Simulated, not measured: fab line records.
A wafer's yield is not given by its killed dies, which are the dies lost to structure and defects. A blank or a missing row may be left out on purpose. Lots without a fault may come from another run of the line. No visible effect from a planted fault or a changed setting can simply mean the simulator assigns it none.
Tool commonality check -- flow nand_harc -- Sampled: 11 lots, 33 wafers

== WHY IT WAS OPENED ==
Flagged at NHARC_P_ZERO_WELL_CD_MEAS_24: reading cd_nm, on 1 of 11 lots. Fault-free wafers read 720.3 nm, with a standard deviation of 2.
Rule: a lot is flagged in two cases, either no wafer of it has a number, or all its wafers with numbers fall more than 4 standard deviations from that mean. The rest of the lots are taken to be sound.

lot,measured,on,"cd_nm (nm), wafer by wafer",flag
L609,day 1 14:35,cd_sem-02,718.8 720.1 720.1,
L610,day 1 20:35,cd_sem-01,720.9 722.2 718.9,
L611,day 2 02:28,cd_sem-01,722.5 723.5 717.5,
L612,day 2 08:35,cd_sem-03,718.1 718.3 721.3,
L613,day 2 14:40,cd_sem-01,720.4 721.7 719.9,
L616,day 3 08:28,cd_sem-03,717.8 720.8 721.1,
L617,day 3 14:20,cd_sem-01,720.4 721.0 717.0,
L619,day 4 02:28,cd_sem-03,720.1 719.6 719.5,
L622,day 4 20:27,cd_sem-01,707.5 710.3 709.5,FLAGGED
L631,day 7 02:37,cd_sem-02,721.4 720.0 718.9,
L632,day 7 08:36,cd_sem-01,720.7 723.6 724.4,
On average the flagged lots' numbers are 709.1 nm, which is -11.2 nm against the usual, or -6 standard deviations.

== TOOL THAT RAN EACH LOT ==
The record keeps 1 process step preceding the reading, out of 1159 steps on the route. Cell contents, in order: the tool; ch with the chambers the sampled wafers went through; the start.
lot,flag,NHARC_P_ZERO_WELL_EXPOSE_21
L609,,"krf_scanner-03 ch 0, day 1 14:26"
L610,,"krf_scanner-01 ch 0, day 1 20:26"
L611,,"krf_scanner-04 ch 0, day 2 02:19"
L612,,"krf_scanner-01 ch 0, day 2 08:26"
L613,,"krf_scanner-04 ch 0, day 2 14:31"
L616,,"krf_scanner-03 ch 0, day 3 08:19"
L617,,"krf_scanner-03 ch 0, day 3 14:11"
L619,,"krf_scanner-03 ch 0, day 4 02:19"
L622,FLAGGED,"krf_scanner-01 ch 0, day 4 20:17"
L631,,"krf_scanner-01 ch 0, day 7 02:28"
L632,,"krf_scanner-03 ch 0, day 7 08:26"
What these steps do:
- NHARC_P_ZERO_WELL_EXPOSE_21: exposes mask P NWELL, target cd 720 nm.
- NHARC_P_ZERO_WELL_CD_MEAS_24: target cd 720 nm.

== FLAGGED OVER TOTAL, TOOL BY TOOL (the gauges that took the reading come last) ==
step,tool,lots run,flagged,share of the flagged lots,sound lots run after its first flagged lot
NHARC_P_ZERO_WELL_EXPOSE_21,krf_scanner-01,4,1,all,1 (L631)
NHARC_P_ZERO_WELL_EXPOSE_21,krf_scanner-03,5,0,none,-
NHARC_P_ZERO_WELL_EXPOSE_21,krf_scanner-04,2,0,none,-
NHARC_P_ZERO_WELL_CD_MEAS_24,cd_sem-01,6,1,all,1 (L632)
NHARC_P_ZERO_WELL_CD_MEAS_24,cd_sem-02,2,0,none,-
NHARC_P_ZERO_WELL_CD_MEAS_24,cd_sem-03,3,0,none,-

== WHAT THE TABLE ALLOWS ==
In 2 table rows, all flagged lots were run: krf_scanner-01 (NHARC_P_ZERO_WELL_EXPOSE_21), cd_sem-01 (NHARC_P_ZERO_WELL_CD_MEAS_24).
- krf_scanner-01 at NHARC_P_ZERO_WELL_EXPOSE_21 ran 4 lots, 1 of them flagged. Lots that were sound ran on it after the first flagged one (L631); a persistent fault on the entire tool would not allow that.
- cd_sem-01 at NHARC_P_ZERO_WELL_CD_MEAS_24 ran 6 lots, 1 of them flagged. Lots that were sound ran on it after the first flagged one (L632); a persistent fault on the entire tool would not allow that.
Every row of the table either missed a flagged lot or ran a sound lot after the first.

== WHAT THE SIMULATOR HAD PUT IN ==
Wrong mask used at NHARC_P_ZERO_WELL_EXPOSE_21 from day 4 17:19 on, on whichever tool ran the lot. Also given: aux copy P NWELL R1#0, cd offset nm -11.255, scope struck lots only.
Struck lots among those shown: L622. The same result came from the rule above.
